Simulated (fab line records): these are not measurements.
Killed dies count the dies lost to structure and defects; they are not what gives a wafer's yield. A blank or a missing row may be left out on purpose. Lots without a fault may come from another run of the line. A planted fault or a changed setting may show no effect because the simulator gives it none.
fab line records	flow n5Finfet
[record] lots = 6	wafers = 18	lastDay = 18
route steps=1938 shown DUMMY_GATE@236 BEOL_M4@1111 PASSIVATION@1936
lots untouched by any fault: they come from a run of this same line in which no faults occurred
startH: hours from the record's first day to the start of the lot's first wafer shown	waitH: time in hours since the lot's previous step	" same as the row above	L1.1+2: one row covering several wafers at once	- no value, or no start given	* or withheld: withheld	< > ~ a bound
route shown NAME@n: a module of which the file shows steps, and the number in the route of the first	usual: mean/standard deviation of fault-free wafers	same: alike in all rows	chamber/n: place in a boat	sites: the reading at each site	_std_site: their standard deviation	_edge_site: mean of outer sites minus mean of inner sites	radiusMm: for every site, how far away it sits from the centre of the wafer	mask NAME#n: copy n	behind: the tool/chamber that last shaped the wafer	hold: what put the lot on hold/how long, in hours/how the hold closed	device: transistor that didn't switch, given as n, p or np	end of line: tests of these same wafers at the route's end	a step with no rows: only its recipe	killed: dies lost to structure and defects at the first sort, not the wafer's yield	map: dies across one wafer; x = killed, . = not, _ = none there
set.NAME: setting as actually run; set.NAME@STEP: the setting as run at that earlier step	model.NAME: the simulator's own value behind a step, which no gauge read
lots at selected steps of the route; one table per step, one row per wafer
services: when a tool's chamber went out of use (startH, in hours from the record's first day, below 0 if earlier), for how many hours, and the reason
[[steps]]
[step N5_DUMMY_GATE_ETCH_36]
[recipe] chemistry = CF4	target = SiARC	targetDepthA = 130	pressureMtorr = 40	sourceW = 545	biasW = 36	Ar_flow_sccm = 100	cf4FlowSccm = 100	ionEnergyEv = 80
[step N5_DUMMY_GATE_ETCH_37]
[recipe] chemistry = N2/H2	target = SOC	targetDepthA = 600	overetchA = 300	tempC = 40	ionEnergyEv = 200	pressureMtorr = 30	sourceW = 840	biasW = 150	n2FlowSccm = 200	h2FlowSccm = 200
[step N5_DUMMY_GATE_STRIP_38]
[recipe] chemistry = N2/H2	tempC = 40	n2FlowSccm = 200	h2FlowSccm = 200	rfFrequencyHz = 6e+07
[step N5_DUMMY_GATE_STRIP_39]
[recipe] chemistry = N2/H2	tempC = 40	n2FlowSccm = 200	h2FlowSccm = 200	rfFrequencyHz = 6e+07
[step N5_DUMMY_GATE_TRIM_49]
[recipe] chemistry = O2	resist = SOC	timeS = 29	targetCdNm = 14	sourcePowerW = 300	biasPowerW = 0	O2_flow_sccm = 100	tempC = 20
[step N5_DUMMY_GATE_STRIP_40]
[recipe] chemistry = CF4	resist = SiARC	powerW = 300	biasPowerW = 75	pressureMtorr = 50	cf4FlowSccm = 150	rfFrequencyHz = 6e+07
[usual] drypumpMotorCurrentA = 5.6/0.42	oesProductAu = 0.75/0.063	rfVppV = 271.4/1.4	showerheadPlenumPTorr = 1.80/0.045	throttleValvePct = 13.66/0.15
lot.wafer	tool	chamber	startH	waitH	drypumpMotorCurrentA	oesProductAu	rfHoursCounterH	rfVppV	showerheadPlenumPTorr	throttleValvePct
L336.3	rieDiel-05	2	95.50	0.1	5.2	0.76	150	269.6	1.79	13.42
L336.4	"	3	"	"	5.8	0.76	136	272.9	1.79	13.63
L336.6	"	1	"	"	5.6	0.72	-	270.2	1.79	13.68
L337.1	rieDiel-04	1	102.50	0.1	5.5	0.79	95	270.8	1.81	13.81
L337.3	"	3	"	"	5.0	0.69	221	271.5	1.77	13.78
L337.4	"	0	"	"	6.2	0.74	170	271.2	1.80	13.65
L340.2	rieDiel-03	1	122.51	0.1	5.1	0.77	134	270.7	1.81	13.63
L340.3	"	2	"	"	5.1	0.68	229	273.6	1.85	13.64
L340.4	"	0	"	"	5.4	0.88	38	268.6	1.76	13.43
L343.3	rieDiel-05	0	140.29	0.1	5.8	0.73	180	272.9	1.86	13.78
L343.4	"	2	"	"	5.2	0.73	166	272.3	1.78	13.48
L343.6	"	3	"	"	5.8	0.75	-	272.0	1.79	13.67
L348.1	rieDiel-03	2	169.51	0.1	5.1	0.67	245	272.1	1.84	13.66
L348.3	"	1	"	"	5.1	0.76	149	272.0	1.81	13.68
L348.6	"	2	"	"	5.1	0.66	-	271.8	1.84	13.66
L351.2	rieDiel-03	1	184.94	0.1	5.1	0.75	154	271.2	1.81	13.67
L351.3	"	3	"	"	5.6	0.74	161	273.1	1.86	13.92
L351.4	"	2	"	"	5.1	0.66	249	273.2	1.84	13.71
[step N5_DUMMY_GATE_CD_MEAS_50]
[recipe] targetCdNm = 14
[usual] cdNm = 14.2/0.39
lot.wafer	tool	chamber	startH	waitH	cdNm
L336.3	cdSem-01	-	95.55	0.0	13.9
L336.4	"	-	"	"	14.6
L336.6	"	-	"	"	14.3
L337.1	cdSem-01	-	102.55	0.0	14.0
L337.3	"	-	"	"	13.4
L337.4	"	-	"	"	13.9
L340.2	cdSem-02	-	122.56	0.0	15.1
L340.3	"	-	"	"	14.4
L340.4	"	-	"	"	14.2
L343.3	cdSem-03	-	140.34	0.0	13.9
L343.4	"	-	"	"	13.5
L343.6	"	-	"	"	13.9
L348.1	cdSem-01	-	169.56	0.0	14.3
L348.3	"	-	"	"	15.0
L348.6	"	-	"	"	14.0
L351.2	cdSem-01	-	185.00	0.0	13.9
L351.3	"	-	"	"	13.4
L351.4	"	-	"	"	14.3
[step N5_DUMMY_GATE_ETCH_31]
[recipe] chemistry = C4F6/O2	target = SiO2	maskMaterial = SOC	targetDepthA = 825	timeS = 27.5	ionEnergyEv = 250	pressureMtorr = 30	sourceW = 345	biasW = 185	Ar_flow_sccm = 300	C4F6_flow_sccm = 10	O2_flow_sccm = 10
[usual] drypumpMotorCurrentA = 5.5/0.36	oesProductAu = 0.76/0.061	rfVppV = 668/13	showerheadPlenumPTorr = 2.87/0.067	throttleValvePct = 21.19/0.14
lot.wafer	tool	chamber	startH	waitH	drypumpMotorCurrentA	oesProductAu	rfHoursCounterH	rfVppV	showerheadPlenumPTorr	throttleValvePct
L336.3	rieDiel-05	3	95.60	0.0	5.8	0.77	136	676	2.83	21.15
L336.4	"	0	"	"	5.8	0.75	163	674	2.95	21.22
L336.6	"	1	"	"	5.6	0.72	-	658	2.82	21.12
L337.1	rieDiel-05	3	102.65	0.1	5.9	0.78	138	678	2.83	21.14
L337.3	"	2	"	"	5.3	0.75	152	647	2.85	21.05
L337.4	"	0	"	"	5.8	0.76	165	674	2.95	21.23
L340.2	rieDiel-05	3	122.68	0.1	5.9	0.76	144	677	2.83	21.16
L340.3	"	0	"	"	5.8	0.74	172	674	2.94	21.23
L340.4	"	1	"	"	5.6	0.70	172	657	2.82	21.13
L343.3	rieDiel-04	3	140.39	0.0	5.0	0.68	227	650	2.82	21.36
L343.4	"	1	"	"	5.5	0.79	102	646	2.86	21.42
L343.6	"	2	"	"	6.5	0.70	-	670	2.72	21.18
L348.1	rieDiel-03	2	169.61	0.0	5.1	0.66	245	670	2.92	21.12
L348.3	"	1	"	"	5.1	0.76	149	678	2.85	21.20
L348.6	"	0	"	"	5.5	0.87	-	663	2.78	21.15
L351.2	rieDiel-03	1	185.04	0.0	5.1	0.75	154	678	2.84	21.19
L351.3	"	2	"	"	5.1	0.66	249	669	2.92	21.13
L351.4	"	3	"	"	5.6	0.76	161	688	2.96	21.53
[step N5_DUMMY_GATE_STRIP_41]
[recipe] chemistry = O2	powerW = 400	tempC = 40	pressureMtorr = 30	rfFrequencyHz = 6e+07	biasPowerW = 0	overashFraction = 0.3	o2FlowSccm = 225
[usual] drypumpMotorCurrentA = 5.5/0.36	o2FlowSccm = 225.0/0.62	oesProductAu = 0.76/0.062	rfVppV = 3.6/0.45	showerheadPlenumPTorr = 2.12/0.054	throttleValvePct = 16.76/0.15
lot.wafer	tool	chamber	startH	waitH	drypumpMotorCurrentA	o2FlowSccm	oesProductAu	rfHoursCounterH	rfVppV	showerheadPlenumPTorr	throttleValvePct
L336.3	rieDiel-05	3	95.64	0.0	5.8	224.9	0.76	136	3.8	2.10	16.72
L336.4	"	0	"	"	5.8	225.2	0.75	163	3.5	2.21	16.92
L336.6	"	1	"	"	5.5	224.9	0.73	-	4.0	2.10	16.77
L337.1	rieDiel-05	3	102.69	0.0	5.8	225.0	0.77	138	3.2	2.10	16.72
L337.3	"	2	"	"	5.3	224.8	0.75	152	3.3	2.11	16.62
L337.4	"	0	"	"	5.8	224.8	0.75	165	3.2	2.21	16.91
L340.2	rieDiel-05	3	122.73	0.0	5.8	225.4	0.76	144	2.8	2.10	16.73
L340.3	"	0	"	"	5.8	224.8	0.76	172	2.7	2.20	16.93
L340.4	"	1	"	"	5.6	224.4	0.72	172	3.5	2.09	16.78
L343.3	rieDiel-04	3	140.43	0.0	5.0	223.3	0.69	227	3.4	2.08	16.91
L343.4	"	1	"	"	5.6	224.7	0.80	102	3.5	2.12	16.95
L343.6	"	2	"	"	6.5	223.7	0.69	-	4.1	1.99	16.64
L348.1	rieDiel-03	2	169.65	0.0	5.1	226.2	0.67	245	3.3	2.15	16.66
L348.3	"	1	"	"	5.1	224.5	0.78	149	3.1	2.12	16.82
L348.6	"	0	"	"	5.5	224.9	0.86	-	3.2	2.05	16.63
L351.2	rieDiel-03	1	185.09	0.0	5.1	224.0	0.78	154	3.2	2.12	16.83
L351.3	"	2	"	"	5.1	225.0	0.66	249	4.2	2.15	16.65
L351.4	"	3	"	"	5.6	225.1	0.76	161	3.4	2.19	17.05
[step N5_DUMMY_GATE_HM_OPEN_21]
[recipe] chemistry = CH3F/O2	target = SiNx	targetDepthA = 1200	Ar_flow_sccm = 150	CH3F_flow_sccm = 30	O2_flow_sccm = 23	timeS = 171.4	pressureMtorr = 30	sourceW = 395	biasW = 73	ionEnergyEv = 120.7
[usual] drypumpMotorCurrentA = 5.5/0.36	oesProductAu = 0.76/0.062	rfVppV = 300/6.1	showerheadPlenumPTorr = 2.03/0.049	throttleValvePct = 16.51/0.13
lot.wafer	tool	chamber	startH	waitH	drypumpMotorCurrentA	oesProductAu	rfHoursCounterH	rfVppV	showerheadPlenumPTorr	throttleValvePct
L336.3	rieDiel-05	3	95.68	0.0	5.9	0.77	136	304	2.01	16.46
L336.4	"	0	"	"	5.8	0.74	164	303	2.10	16.55
L336.6	"	1	"	"	5.5	0.71	-	294	2.01	16.50
L337.1	rieDiel-05	3	102.73	0.0	5.8	0.76	138	305	2.01	16.47
L337.3	"	2	"	"	5.3	0.75	152	293	2.03	16.38
L337.4	"	0	"	"	5.8	0.74	165	303	2.10	16.56
L340.2	rieDiel-05	3	122.77	0.0	5.8	0.76	144	305	2.01	16.47
L340.3	"	0	"	"	5.8	0.74	172	303	2.09	16.58
L340.4	"	1	"	"	5.5	0.70	172	296	2.00	16.52
L343.3	rieDiel-04	3	140.47	0.0	4.9	0.69	227	292	2.00	16.70
L343.4	"	1	"	"	5.5	0.80	102	292	2.03	16.72
L343.6	"	2	"	"	6.5	0.70	-	301	1.92	16.49
L348.1	rieDiel-03	2	169.69	0.0	5.1	0.66	245	301	2.08	16.47
L348.3	"	1	"	"	5.1	0.75	149	306	2.02	16.49
L348.6	"	0	"	"	5.5	0.86	-	296	1.97	16.39
L351.2	rieDiel-03	1	185.13	0.0	5.1	0.75	154	304	2.02	16.51
L351.3	"	2	"	"	5.1	0.66	249	301	2.08	16.49
L351.4	"	3	"	"	5.6	0.77	161	310	2.10	16.81
[step N5_DUMMY_GATE_ETCH_32]
[recipe] chemistry = CF4	target = SiO2	targetDepthA = 35	timeS = 3.9	ionEnergyEv = 350	pressureMtorr = 10	icpW = 800	biasW = 400	cf4FlowSccm = 80
[step N5_DUMMY_GATE_ETCH_23]
[recipe] chemistry = HBr/Cl2/O2	HBr_flow_sccm = 150	Cl2_flow_sccm = 80	O2_flow_sccm = 12	biasW = 102	targetDepthA = 410	timeS = 22.3	target = poly-Si	maskMaterial = SiO2	pressureMtorr = 10	icpW = 800
[usual] drypumpMotorCurrentA = 5.7/0.42	heBacksideLeakSccm = 2.7/0.33	oesProductAu = 1.006/0.017	throttleValvePct = 37.39/0.24
lot.wafer	tool	chamber	startH	waitH	drypumpMotorCurrentA	heBacksideLeakSccm	oesProductAu	rfHoursCounterH	throttleValvePct
L336.3	rieSi-05	2	95.88	0.0	6.3	2.4	1.002	32	37.18
L336.4	"	3	"	"	5.3	3.2	0.998	190	37.79
L336.6	"	2	"	"	6.3	2.4	1.010	-	37.17
L337.1	rieSi-05	1	102.92	0.0	6.0	3.2	1.023	35	37.23
L337.3	"	0	"	"	5.6	3.1	1.008	192	37.15
L337.4	"	2	"	"	6.3	2.4	1.002	33	37.17
L340.2	rieSi-04	1	122.96	0.0	5.7	2.8	0.999	160	37.31
L340.3	"	0	"	"	5.7	2.9	1.029	167	37.76
L340.4	"	3	"	"	5.4	2.1	1.021	72	37.18
L343.3	rieSi-01	3	140.66	0.0	5.6	2.6	0.984	158	37.31
L343.4	"	1	"	"	5.9	2.7	0.988	28	37.19
L343.6	"	2	"	"	6.5	2.9	1.027	-	37.25
L348.1	rieSi-04	0	169.89	0.0	5.6	2.8	1.011	168	37.78
L348.3	"	3	"	"	5.4	2.2	1.027	73	37.18
L348.6	"	0	"	"	5.6	2.8	1.016	-	37.77
L351.2	rieSi-05	0	185.32	0.0	5.6	2.8	0.966	0	36.94
L351.3	"	1	"	"	5.9	3.1	1.013	36	37.23
L351.4	"	1	"	"	5.9	3.2	1.012	-	37.23
[step N5_DUMMY_GATE_ETCH_44]
[recipe] chemistry = HBr/O2	overEtchFrac = 0.7	targetDepthA = 1275	stopOn = SiO2	ionEnergyEv = 60	biasW = 20	target = poly-Si	maskMaterial = SiO2	pressureMtorr = 20	icpW = 400	HBr_flow_sccm = 120	O2_flow_sccm = 10
[usual] drypumpMotorCurrentA = 5.7/0.42	heBacksideLeakSccm = 2.73/0.27	oesProductAu = 0.729/0.013	throttleValvePct = 18.59/0.22
lot.wafer	tool	chamber	startH	waitH	drypumpMotorCurrentA	heBacksideLeakSccm	oesProductAu	rfHoursCounterH	throttleValvePct	model.DUMMY_GATE.featureDepthNm	model.SiO2_of_DUMMY_GATE_ALD_02.thkNm
L336.3	rieSi-05	2	95.93	0.0	6.3	2.54	0.750	32	18.30	74.8	0
L336.4	"	3	"	"	5.3	3.15	0.729	190	18.92	73	2
L336.6	"	2	"	"	6.3	2.55	0.732	-	18.31	73.8	0
L337.1	rieSi-05	1	102.98	0.0	5.9	2.98	0.745	35	18.18	72	2
L337.3	"	0	"	"	5.6	3.06	0.739	192	18.39	71.8	2
L337.4	"	2	"	"	6.3	2.57	0.744	33	18.30	74.2	0
L340.2	rieSi-04	1	123.02	0.0	5.7	2.87	0.744	160	18.75	73.6	2
L340.3	"	0	"	"	5.7	2.92	0.750	167	18.78	73.6	2
L340.4	"	3	"	"	5.4	2.28	0.727	72	18.52	72.4	2
L343.3	rieSi-01	3	140.72	0.0	5.6	2.55	0.717	158	18.58	73	2
L343.4	"	1	"	"	5.9	2.70	0.725	28	18.48	72.4	2
L343.6	"	2	"	"	6.5	2.89	0.740	-	18.74	72.4	2
L348.1	rieSi-04	0	169.94	0.0	5.7	2.85	0.743	168	18.79	71.2	2
L348.3	"	3	"	"	5.4	2.36	0.734	73	18.50	72.4	2
L348.6	"	0	"	"	5.6	2.94	0.735	-	18.79	71.4	2
L351.2	rieSi-05	0	185.38	0.0	5.6	2.82	0.713	0	18.25	71.2	2
L351.3	"	1	"	"	5.9	2.95	0.745	36	18.18	70.8	2
L351.4	"	1	"	"	5.9	3.11	0.729	-	18.16	70.8	2
[step N5_DUMMY_GATE_CD_MEAS_24]
[recipe] targetCdNm = 15
[usual] cdNm = 15.2/0.42
lot.wafer	tool	chamber	startH	waitH	cdNm
L336.3	cdSem-01	-	96.05	0.1	14.5
L336.4	"	-	"	"	15.3
L336.6	"	-	"	"	15.0
L337.1	cdSem-03	-	103.09	0.1	15.0
L337.3	"	-	"	"	14.6
L337.4	"	-	"	"	14.5
L340.2	cdSem-01	-	123.13	0.1	16.1
L340.3	"	-	"	"	14.8
L340.4	"	-	"	"	15.6
L343.3	cdSem-02	-	140.84	0.1	15.0
L343.4	"	-	"	"	14.8
L343.6	"	-	"	"	15.4
L348.1	cdSem-02	-	170.05	0.1	15.0
L348.3	"	-	"	"	16.1
L348.6	"	-	"	"	14.8
L351.2	cdSem-03	-	185.49	0.1	14.6
L351.3	"	-	"	"	14.3
L351.4	"	-	"	"	15.7
[step N5_BEOL_M4_RC_MEAS_101]
[usual] DIBL_N = 36.2/1.6	DIBL_P = 36.1/2	IOFF_N = 0.16/0.032	IOFF_P = 0.22/0.036	ION_N = 672/11	ION_P = 463/7.5	SS_N = 71.4/0.58	SS_P = 73.2/0.67	VT_N = 250/3.3	VT_P = -250/3.3
lot.wafer	tool	chamber	startH	waitH	DIBL_N[mV/V]	DIBL_P[mV/V]	IOFF_N[nA/um]	IOFF_P[nA/um]	ION_N[uA/um]	ION_P[uA/um]	SS_N[mV/dec]	SS_P[mV/dec]	VT_N[mV]	VT_P[mV]
L336.3	prober-01	0	220.55	0.3	38.5	38.6	0.23	0.29	687	473	71.7	74.2	246	-243
L336.4	"	0	"	"	35.3	35.0	0.17	0.23	680	467	70.9	72.8	246	-246
L336.6	"	0	"	"	35.7	35.5	0.16	0.23	668	467	71.0	73.1	249	-247
L337.1	prober-02	0	224.54	0.0	37.1	38.6	0.16	0.26	656	467	71.9	73.2	249	-246
L337.3	"	0	"	"	38.7	39.4	0.18	0.27	671	465	71.2	73.7	249	-245
L337.4	"	0	"	"	39.7	40.5	0.21	0.30	676	469	72.1	74.2	247	-244
L340.2	prober-02	0	247.13	0.2	34.8	35.3	0.16	0.23	689	477	70.9	72.6	246	-245
L340.3	"	0	"	"	37.3	37.4	0.20	0.27	690	472	71.5	74.3	248	-245
L340.4	"	0	"	"	38.0	37.1	0.20	0.25	686	471	71.9	73.0	246	-246
L343.3	prober-02	0	270.54	0.3	38.1	39.2	0.21	0.26	676	460	71.8	74.0	244	-247
L343.4	"	0	"	"	38.1	38.5	0.19	0.26	684	460	72.0	73.7	248	-246
L343.6	"	0	"	"	38.0	38.3	0.22	0.26	690	469	71.6	74.0	242	-244
L348.1	prober-02	0	305.07	0.0	39.0	37.3	0.18	0.24	677	469	70.9	73.5	249	-248
L348.3	"	0	"	"	35.9	33.6	0.13	0.19	650	451	70.3	72.7	251	-251
L348.6	"	0	"	"	38.1	35.7	0.16	0.22	671	464	70.6	72.6	248	-248
L351.2	prober-02	0	340.00	0.2	36.9	38.3	0.17	0.23	675	469	71.6	73.0	249	-251
L351.3	"	0	"	"	34.1	34.9	0.12	0.19	668	464	71.0	72.4	254	-252
L351.4	"	0	"	"	34.5	35.5	0.14	0.19	671	463	71.1	72.4	250	-250
[step N5_PASSIVATION_PROBE_49]
[usual] defectLimitedYield = 91.4/1.3	killed_at_M0_to_M3 = 34/10	killed_at_M4_up = 14/5.6	killedAtContacts = 13/5.9	killedAtFrontEnd = 37/9.9	killedAtOther = 3.5/2.8	killedDies = 101/15	killedOpen = 67/12	killedShort = 32/6.6	sort_bin_5_function = 5.0/0.81	sort_bin_6_memory = 3.2/0.66	sortNPass = 1079/15	sortYieldPct = 91.4/1.3
[same] grossDies = 1180	killedAtBackSide = 0	sort_bin_4_leakage[%] = 0	sort_bin_8_speed[%] = 0
lot.wafer	tool	chamber	startH	waitH	defectLimitedYield[%]	killed_at_M0_to_M3	killed_at_M4_up	killedAtContacts	killedAtFrontEnd	killedAtOther	killedDies	killedOpen	killedShort	sort_bin_5_function[%]	sort_bin_6_memory[%]	sortNPass	sortYieldPct[%]
L336.3	prober-01	-	328.71	0.1	93.5	16	14	8	36	3	77	57	20	3.4	2.9	1103	93.5
// killed by level:class
L336.3 FIN_SAQP:geometricParticle:open=14 FIN_SAQP:geometricParticle:short=10 DUMMY_GATE:geometricParticle:open=8 BEOL_M4:geometricParticle:open=8 MOL_CONTACT_COAG:geometricParticle:open=7 BEOL_M0_SAQP:geometricParticle:open=5 BEOL_M3:geometricParticle:open=5 BEOL_M2:geometricParticle:open=3
[[services]]
tool	chamber	startH	hours	kind
rieDiel-03	-	78.65	2.5	repair
rieSi-05	1	114.00	6.8	repair
rieDiel-04	-	118.88	14.6	pm
rieSi-05	0	154.63	-	clean
rieSi-05	0	154.63	12.6	scheduledDown
rieSi-05	0	154.63	12.6	ventCycle
rieDiel-04	3	164.80	1.4	repair
rieSi-05	3	177.78	-	clean
rieSi-05	3	177.78	18.0	scheduledDown
rieSi-05	3	177.78	18.0	ventCycle
[[key]]
firstSign none at tools or gauges
[modelEffect] step = N5_DUMMY_GATE_ETCH_44	value = DUMMY_GATE.featureDepthNm	without = 72.27	struck = 74.27
metAt N5_DUMMY_GATE_ETCH_44
struckWafers L336.3,L336.6,L337.4
[fault] kind = processParameterDrift	tool = rieSi-05	chamber = 2	onsetH = 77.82	steps = N5_DUMMY_GATE_ETCH_44	channel = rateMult	offset = 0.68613	shape = step	endH = 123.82
